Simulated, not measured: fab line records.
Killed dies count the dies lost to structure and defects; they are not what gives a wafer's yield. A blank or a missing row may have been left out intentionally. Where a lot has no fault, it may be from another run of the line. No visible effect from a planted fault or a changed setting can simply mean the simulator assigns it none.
fab line records	flow n5-finfet
[record] lots = 11	wafers = 33	last-day = 19
route steps=1938 shown BEOL_M12@1637 BEOL_M13@1679 PASSIVATION@1936
lots that met no fault: from a run of the same line without faults
start-h: hours from the record's opening day to when the first of the lot's shown wafers began	wait-h: hours from the lot's prior step to this one	" unchanged from the row above	L1.1+2: several wafers, shown together as one row	- value missing, or start not given	* or withheld: withheld	< > ~ a bound
route shown NAME@n: names a module that has steps shown in the file, with the first one's number in the route	usual: mean/standard deviation of fault-free wafers	same: alike in all rows	chamber/n: place in a boat	sites: the reading at each site	_std_site: the standard deviation of these	_edge_site: outer sites' mean less inner sites'	radius-mm: for every site, how far away it sits from the centre of the wafer	mask NAME#n: copy n	behind: the tool/chamber that last shaped the wafer	hold: why the lot was held/for how many hours/how that ended	device: which transistor (n, p or np) failed to switch	end of line: tests run on the same wafers once the route is complete	for a step that has no rows: nothing shown but its recipe	killed: dies lost to structure and defects at the first sort, not the wafer's yield	map: dies across one wafer; x = killed, . = not, _ = none there
set.NAME: the setting that was run; set.NAME@STEP: the one run at that earlier step	model.NAME: the simulator's own value behind a step, which no gauge read
a sample of lots followed through the steps of the route, with each step as a table and each wafer as a row
services: a tool's chamber out of use, with start hour (start-h, from the record's first day; less than 0 if before it), hours out, and reason
[[steps]]
[step N5_BEOL_M12_ETCH_68]
[recipe] chemistry = N2/H2	target = SOC	mask-material = SiARC	source-w = 3000	bias-w = 350	temp-c = 40	time-s = 285	ion-energy-ev = 200	pressure-mtorr = 30	n2-flow-sccm = 200	h2-flow-sccm = 200
[usual] drypump-motor-current-A = 6.0/0.51	oes-product-au = 0.80/0.066	rf-vpp-V = 522.8/2.6	showerhead-plenum-p-Torr = 2.50/0.092	throttle-valve-pct = 17.77/0.19
lot.wafer	tool	chamber	start-h	wait-h	drypump-motor-current-A	oes-product-au	rf-hours-counter-h	rf-vpp-V	showerhead-plenum-p-Torr	throttle-valve-pct
L252.1	rie-diel-01	0	258.59	0.1	6.2	0.76	169	520.9	2.42	17.82
L252.4	"	3	"	"	5.1	0.73	188	517.5	2.31	17.47
L252.6	"	3	"	"	5.1	0.72	-	517.1	2.31	17.48
L253.1	rie-diel-03	2	259.14	0.1	6.7	0.81	83	525.3	2.57	17.84
L253.2	"	3	"	"	5.6	0.97	3	524.9	2.61	17.90
L253.6	"	2	"	"	6.7	0.81	-	524.6	2.57	17.85
L256.2	rie-diel-03	3	307.28	0.1	5.6	0.91	15	525.5	2.61	17.92
L256.3	"	0	"	"	6.0	0.79	108	521.3	2.46	17.99
L256.6	"	0	"	"	6.0	0.78	-	521.1	2.46	17.99
L258.2	rie-diel-01	1	331.11	0.1	6.4	0.79	98	522.3	2.48	17.60
L258.4	"	3	"	"	5.1	0.71	-	518.2	2.30	17.52
L258.5	"	0	"	"	6.2	0.74	-	520.1	2.41	17.86
L257.1	rie-diel-01	1	332.13	0.1	6.4	0.78	99	522.2	2.48	17.60
L257.4	"	0	"	"	6.2	0.73	-	520.8	2.41	17.86
L257.6	"	3	"	"	5.1	0.71	-	518.1	2.30	17.51
L260.1	rie-diel-05	0	348.88	0.1	5.4	0.79	101	524.5	2.56	17.69
L260.3	"	1	"	"	6.2	0.86	64	521.0	2.46	17.54
L260.4	"	3	"	"	5.5	0.84	54	523.2	2.46	17.35
L267.2	rie-diel-01	1	379.35	0.1	6.4	0.77	110	521.4	2.47	17.62
L267.3	"	2	"	"	5.4	0.94	17	525.6	2.60	17.62
L267.5	"	2	"	"	5.4	0.95	-	524.8	2.60	17.62
L254.3	rie-diel-01	1	379.89	0.1	6.4	0.77	111	520.7	2.47	17.63
L254.4	"	0	"	"	6.3	0.72	214	520.7	2.40	17.88
L254.6	"	1	"	"	6.5	0.78	-	520.2	2.47	17.62
L266.2	rie-diel-03	2	407.91	0.1	6.7	0.77	125	523.4	2.55	17.90
L266.3	"	0	"	"	6.0	0.77	138	522.0	2.45	18.04
L266.6	"	3	"	"	5.6	0.86	-	525.8	2.59	17.98
L271.2	rie-diel-03	2	415.00	0.1	6.7	0.77	127	523.8	2.55	17.92
L271.4	"	3	"	"	5.6	0.86	47	524.6	2.59	17.97
L271.6	"	0	"	"	6.0	0.76	-	522.2	2.45	18.05
L275.1	rie-diel-03	2	420.79	0.1	6.7	0.75	130	524.2	2.55	17.93
L275.5	"	3	"	"	5.6	0.85	-	524.9	2.59	17.97
L275.6	"	2	"	"	6.7	0.76	-	524.3	2.55	17.93
[step N5_BEOL_M12_ANNEAL_48]
[recipe] temp-c = 225	time-s = 90	ambient = N2
[usual] wafer_temp_C_max = 226.04/0.29
lot.wafer	tool	chamber	start-h	wait-h	wafer_temp_C_max
L252.1	rtp-anneal-02	0	259.95	0.1	225.63
L252.4	"	0	"	"	225.87
L252.6	"	0	"	"	225.77
L253.1	rtp-anneal-01	0	262.65	0.1	225.95
L253.2	"	0	"	"	226.12
L253.6	"	0	"	"	226.19
L256.2	rtp-anneal-01	0	311.07	0.2	226.14
L256.3	"	0	"	"	225.87
L256.6	"	0	"	"	226.10
L258.2	rtp-anneal-02	0	333.80	0.1	225.76
L258.4	"	0	"	"	225.66
L258.5	"	0	"	"	225.66
L257.1	rtp-anneal-02	0	334.57	0.8	225.80
L257.4	"	0	"	"	225.61
L257.6	"	0	"	"	225.86
L260.1	rtp-anneal-02	0	354.88	0.1	225.85
L260.3	"	0	"	"	225.72
L260.4	"	0	"	"	225.69
L267.2	rtp-anneal-02	0	381.55	0.4	226.06
L267.3	"	0	"	"	225.89
L267.5	"	0	"	"	225.68
L254.3	rtp-anneal-01	0	382.62	0.5	226.26
L254.4	"	0	"	"	226.18
L254.6	"	0	"	"	225.86
L266.2	rtp-anneal-02	0	411.55	0.1	226.42
L266.3	"	0	"	"	225.84
L266.6	"	0	"	"	226.15
L271.2	rtp-anneal-01	0	419.26	0.3	226.24
L271.4	"	0	"	"	226.31
L271.6	"	0	"	"	226.17
L275.1	rtp-anneal-02	0	425.18	0.4	226.04
L275.5	"	0	"	"	225.51
L275.6	"	0	"	"	226.37
[step N5_BEOL_M13_CD_MEAS_17]
[recipe] target-cd-nm = 190	polarity = opening
[usual] cd-nm = 190.8/1.7
lot.wafer	tool	chamber	start-h	wait-h	cd-nm
L252.1	cd-sem-02	-	261.86	0.0	192.2
L252.4	"	-	"	"	191.4
L252.6	"	-	"	"	190.0
L253.1	cd-sem-01	-	264.50	0.0	193.4
L253.2	"	-	"	"	193.0
L253.6	"	-	"	"	189.4
L256.2	cd-sem-01	-	313.10	0.0	189.5
L256.3	"	-	"	"	194.9
L256.6	"	-	"	"	194.3
L258.2	cd-sem-03	-	336.60	0.0	192.0
L258.4	"	-	"	"	189.7
L258.5	"	-	"	"	190.1
L257.1	cd-sem-01	-	337.65	0.0	191.3
L257.4	"	-	"	"	192.1
L257.6	"	-	"	"	192.7
L260.1	cd-sem-01	-	356.74	0.0	192.9
L260.3	"	-	"	"	191.6
L260.4	"	-	"	"	190.8
L267.2	cd-sem-02	-	383.38	0.0	190.0
L267.3	"	-	"	"	189.5
L267.5	"	-	"	"	188.6
L254.3	cd-sem-01	-	384.65	0.0	188.5
L254.4	"	-	"	"	191.4
L254.6	"	-	"	"	191.0
L266.2	cd-sem-02	-	413.37	0.0	190.9
L266.3	"	-	"	"	192.6
L266.6	"	-	"	"	193.0
L271.2	cd-sem-03	-	421.07	0.0	189.9
L271.4	"	-	"	"	191.5
L271.6	"	-	"	"	191.7
L275.1	cd-sem-03	-	427.21	0.0	191.7
L275.5	"	-	"	"	191.8
L275.6	"	-	"	"	194.1
[step N5_BEOL_M13_EXPOSE_25]
[recipe] mask-id = M13	na = 0.93	source-shape = conventional	sigma-outer = 0.4	polarization = unpolarized	target-cd-nm = 210	dose-mj = 22
[usual] stage-vel-mm-s = 500.01/0.26
lot.wafer	tool	chamber	start-h	wait-h	mask	stage-vel-mm-s
L252.1	krf-scanner-01	0	262.01	-	M13#0	499.63
L252.4	"	0	"	"	M13#0	500.02
L252.6	"	0	"	"	M13#0	499.86
L253.1	krf-scanner-01	0	264.66	-	M13#0	500.20
L253.2	"	0	"	"	M13#0	500.03
L253.6	"	0	"	"	M13#0	500.30
L256.2	krf-scanner-02	0	313.38	-	M13#0	499.78
L256.3	"	0	"	"	M13#0	499.66
L256.6	"	0	"	"	M13#0	499.91
L258.2	krf-scanner-02	0	336.89	-	M13#0	499.86
L258.4	"	0	"	"	M13#0	499.69
L258.5	"	0	"	"	M13#0	499.74
L257.1	krf-scanner-02	0	337.80	-	M13#0	500.22
L257.4	"	0	"	"	M13#0	500.26
L257.6	"	0	"	"	M13#0	499.44
L260.1	krf-scanner-02	0	357.02	-	M13#0	500.09
L260.3	"	0	"	"	M13#0	500.45
L260.4	"	0	"	"	M13#0	500.15
L267.2	krf-scanner-01	0	383.66	-	M13#0	500.17
L267.3	"	0	"	"	M13#0	500.18
L267.5	"	0	"	"	M13#0	499.92
L254.3	krf-scanner-02	0	384.94	-	M13#0	500.08
L254.4	"	0	"	"	M13#0	500.49
L254.6	"	0	"	"	M13#0	499.90
L266.2	krf-scanner-01	0	413.65	-	M13#0	499.85
L266.3	"	0	"	"	M13#0	500.30
L266.6	"	0	"	"	M13#0	500.08
L271.2	krf-scanner-01	0	421.23	-	M13#0	500.08
L271.4	"	0	"	"	M13#0	499.74
L271.6	"	0	"	"	M13#0	499.91
L275.1	krf-scanner-01	0	427.36	-	M13#0	499.94
L275.5	"	0	"	"	M13#0	499.67
L275.6	"	0	"	"	M13#0	500.27
[step N5_BEOL_M13_OVL_MEAS_29]
[recipe] points-per-wafer = 44
[usual] M13_OVL = 1/7.3
lot.wafer	tool	chamber	start-h	wait-h	M13_OVL[nm]
L252.1	overlay-02	0	262.22	0.0	-2
L252.4	"	0	"	"	-4
L252.6	"	0	"	"	1
L253.1	overlay-01	0	264.86	0.0	0
L253.2	"	0	"	"	-5
L253.6	"	0	"	"	-6
L256.2	overlay-01	0	313.58	0.0	1
L256.3	"	0	"	"	5
L256.6	"	0	"	"	2
L258.2	overlay-01	0	337.09	0.0	10
L258.4	"	0	"	"	11
L258.5	"	0	"	"	13
L257.1	overlay-02	0	338.01	0.0	26
L257.4	"	0	"	"	28
L257.6	"	0	"	"	29
L260.1	overlay-02	0	357.22	0.0	27
L260.3	"	0	"	"	27
L260.4	"	0	"	"	23
L267.2	overlay-02	0	383.87	0.0	7
L267.3	"	0	"	"	-7
L267.5	"	0	"	"	-5
L254.3	overlay-01	0	385.13	0.0	27
L254.4	"	0	"	"	26
L254.6	"	0	"	"	28
L266.2	overlay-01	0	413.85	0.0	1
L266.3	"	0	"	"	-4
L266.6	"	0	"	"	-1
L271.2	overlay-01	0	421.42	0.0	0
L271.4	"	0	"	"	0
L271.6	"	0	"	"	-2
L275.1	overlay-01	0	427.56	0.0	3
L275.5	"	0	"	"	-6
L275.6	"	0	"	"	-7
[step N5_PASSIVATION_PROBE_49]
[usual] defect-limited-yield = 90.9/1.4	killed_at_M0_to_M3 = 38/11	killed_at_M4_up = 13/5.9	killed-at-contacts = 14/6.4	killed-at-front-end = 38/11	killed-at-other = 3.3/2.5	killed-dies = 107/16	killed-open = 70/12	killed-short = 35/7.7	sort_bin_5_function = 5.3/0.94	sort_bin_6_memory = 3.5/0.7	sort_bin_8_speed = 0.00/0.007	sort-n-pass = 1073/16	sort-yield-pct = 90.9/1.4
[same] gross-dies = 1180	killed-at-back-side = 0	sort_bin_4_leakage[%] = 0
lot.wafer	tool	chamber	start-h	wait-h	defect-limited-yield[%]	killed_at_M0_to_M3	killed_at_M4_up	killed-at-contacts	killed-at-front-end	killed-at-other	killed-dies	killed-open	killed-short	sort_bin_5_function[%]	sort_bin_6_memory[%]	sort_bin_8_speed[%]	sort-n-pass	sort-yield-pct[%]
L267.5	prober-01	-	417.55	0.2	90.3	75	6	10	21	3	115	68	47	5.9	3.5	0	1065	90.3
// killed by level:class
L267.5 BEOL_M0_SAQP:geometric-particle:short=26 BEOL_M0_SAQP:geometric-particle:open=25 MOL_CONTACT_COAG:geometric-particle:open=9 BEOL_M0:geometric-particle:open=7 FIN_SAQP:geometric-particle:open=6 BEOL_M1:geometric-particle:open=4 BEOL_M2:geometric-particle:open=4 FIN_SAQP:geometric-particle:short=3
[[services]]
tool	chamber	start-h	hours	kind
krf-scanner-02	0	241.11	-	calibration
krf-scanner-01	-	242.27	1.4	repair
krf-scanner-02	-	250.42	0.4	repair
krf-scanner-02	-	262.00	3.6	pm
krf-scanner-01	-	265.91	1.0	pm
krf-scanner-01	-	275.19	0.8	pm
krf-scanner-01	-	300.50	1.3	pm
krf-scanner-02	-	303.10	0.8	pm
krf-scanner-02	-	311.53	0.8	pm
rie-diel-03	-	322.81	14.6	pm
krf-scanner-02	-	324.71	1.0	pm
rie-diel-01	2	329.64	-	clean
rie-diel-01	2	329.64	-	consumable-replace:focus-ring
rie-diel-01	2	329.64	14.3	scheduled-down
rie-diel-01	2	329.64	14.3	vent-cycle
krf-scanner-02	-	331.58	1.3	pm
rtp-anneal-01	-	333.08	4.2	pm
rie-diel-01	1	341.15	22.0	repair
krf-scanner-02	-	345.15	0.5	repair
rie-diel-05	2	349.12	1.4	repair
krf-scanner-01	0	351.12	-	calibration
krf-scanner-01	-	395.17	1.7	repair
rie-diel-05	3	395.52	5.8	repair
rie-diel-01	2	422.68	5.6	repair
[[key]]
[first-sign] step = N5_BEOL_M13_OVL_MEAS_29	reading = M13_OVL	direction = up	sigmas = 3.5	usual = 1	struck = 27
effect none on later readings
met-at N5_BEOL_M13_EXPOSE_25
struck-lots L254,L257,L260
not-acting-at N5_BEOL_M12_ETCH_68,N5_BEOL_M12_ANNEAL_48,N5_BEOL_M13_CD_MEAS_17
onset-between 336.89 337.80
[earlier-fault] kind = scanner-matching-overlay	tool = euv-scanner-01	chamber = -	onset-h = 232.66	steps = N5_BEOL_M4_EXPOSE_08	offset = 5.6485
[earlier-fault] kind = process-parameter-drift	tool = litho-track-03	chamber = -	onset-h = 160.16	steps = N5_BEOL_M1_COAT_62	channel = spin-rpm	offset = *	shape = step	acts-in = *	stated = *
[fault] kind = scanner-matching-overlay	tool = krf-scanner-02	chamber = -	onset-h = 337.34	steps = N5_BEOL_M13_EXPOSE_25	offset = 18.91
